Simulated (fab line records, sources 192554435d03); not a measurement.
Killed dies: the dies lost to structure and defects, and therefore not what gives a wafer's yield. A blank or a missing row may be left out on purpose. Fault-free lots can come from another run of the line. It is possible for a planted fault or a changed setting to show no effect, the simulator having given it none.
Struck lot and sound lot, side by side	flow n5Finfet	15 out of 1938 route steps
Sound: wafers L254.3, L254.5, L254.6. Struck: wafer L258.6. (L258.2, L258.5 of the same lot were not struck and are left out.) The cause comes at the end.
Per side, at each step with rows, come the tool, then ch with its chambers, and then its first start. Under that, the readings that differ: sound wafers	struck wafers	difference of the means	sigmas: that difference in standard deviations of wafers without a fault.
alike: same words and numbers on both sides, and readings whose means sit less than 2 such deviations apart. not compared: any withheld reading, any reading some wafer has no value for, any bound like >300 that may hide the same value, and any number with overlapping values for which the record gives no deviation.
The two part at a step that has a row with sigmas, a row that says differs or no value, or rows on one side only. Numbers that have no deviation but don't overlap get no sigmas and don't part them. Lack of a reading on every wafer of one side parts them only where that side has two or more wafers.

first, 1 step without rows for these wafers: N5_BEOL_M0_WET_ETCH_106 (etches SiO2 in DHF, target depth 130 nm, rinse time 30 s).
N5_BEOL_M0_ETCH_128: etches SiCN in CF4/N2, target depth 12 nm, overetch 5.1 nm, time 21.4 s.
  sound on rieDiel-04 ch 1,3, day 7 21:59; struck on rieDiel-05 ch 3, day 8 23:17
  alike: drypumpMotorCurrentA, oesProductAu, rfVppV, showerheadPlenumPTorr, throttleValvePct
  not compared: rfHoursCounterH
then, 1 step without rows for these wafers: N5_BEOL_M0_TRENCH_ETCH_107 (etches SiOC in C4F6/O2, target depth 32.8 nm, time 16.4 s).
N5_BEOL_M0_STRIP_142: strips in N2/H2, time 10 s.
  sound on rieDiel-04 ch 1,3, day 7 22:05; struck on rieDiel-05 ch 3, day 8 23:21
  alike: drypumpMotorCurrentA, oesProductAu, rfVppV, showerheadPlenumPTorr, throttleValvePct
  not compared: rfHoursCounterH
N5_BEOL_M0_OCD_MEAS_108:
  sound on ocd-02 at day 7 22:10; struck on ocd-02 at day 8 23:26
  alike: trenchDepthNm
then, 2 steps without rows for these wafers: N5_BEOL_M0_HM_STRIP_129 (strips TiN in peroxide tin strip, target depth 17 nm, time 108 s); N5_BEOL_M0_SRD_130 (time 30 s).
N5_BEOL_M0_ETCH_109: etches SiCN in CH3F/O2, target depth 8 nm, overetch 2.4 nm, time 27.4 s.
  sound on rieDiel-04 ch 1,3, day 7 22:19; struck on rieDiel-05 ch 0, day 8 23:32
  alike: drypumpMotorCurrentA, oesProductAu, rfVppV, showerheadPlenumPTorr, throttleValvePct
  not compared: rfHoursCounterH
then, 2 steps without rows for these wafers: N5_BEOL_M0_STRIP_139 (strips in post etch residue remover, time 60 s); N5_BEOL_M0_SRD_111 (time 30 s).
N5_BEOL_M0_DEGAS_112: time 60 s.
  sound on pvdSputter-02 at day 7 22:38; struck on pvdSputter-01 at day 8 23:55
  alike: heaterPowerW
N5_BEOL_M0_PRE_CLEAN_113: time 30 s.
  sound on pvdSputter-02 at day 7 22:40; struck on pvdSputter-01 at day 8 23:58
  alike: heaterPowerW
N5_BEOL_M0_ALD_136: deposits TaN, pulse time 2 s, purge time 3 s, co reactant purge time 2 s.
  sound on aldMetal-02 ch 0,2,3, day 7 22:50; struck on aldMetal-02 ch 1, day 9 00:15
reading	sound	struck	difference	sigmas
coReactantPulseTimeS (s)	3 3 3	4.2592	+1.2592	
  alike: heaterPowerOuterW, heaterPowerW
then, 1 step without rows for these wafers: N5_BEOL_M0_SURFACE_TREAT_137.
-- the record jumps here: 2 days lie between the struck wafers' starts before and after (it left off in module BEOL_M0 and takes up again in module BEOL_M4, whose first step shown is number 1111 of the route) --
N5_BEOL_M4_RC_MEAS_101:
  sound on prober-01 ch 0, day 9 20:51; struck on prober-02 ch 0, day 11 11:55
reading	sound	struck	difference	sigmas
DIBL_P (mV/V)	34.1 33.1 35.9	38.2	+3.8	+2
IOFF_N (nA/um)	0.138 0.119 0.148	0.206	+0.071	+3
  alike: DIBL_N, IOFF_P, ION_N, ION_P, SS_N, SS_P, VT_N, VT_P

## WHERE THEY PART
Only at N5_BEOL_M4_RC_MEAS_101, within this record.

WHY: what had been put in by the simulator
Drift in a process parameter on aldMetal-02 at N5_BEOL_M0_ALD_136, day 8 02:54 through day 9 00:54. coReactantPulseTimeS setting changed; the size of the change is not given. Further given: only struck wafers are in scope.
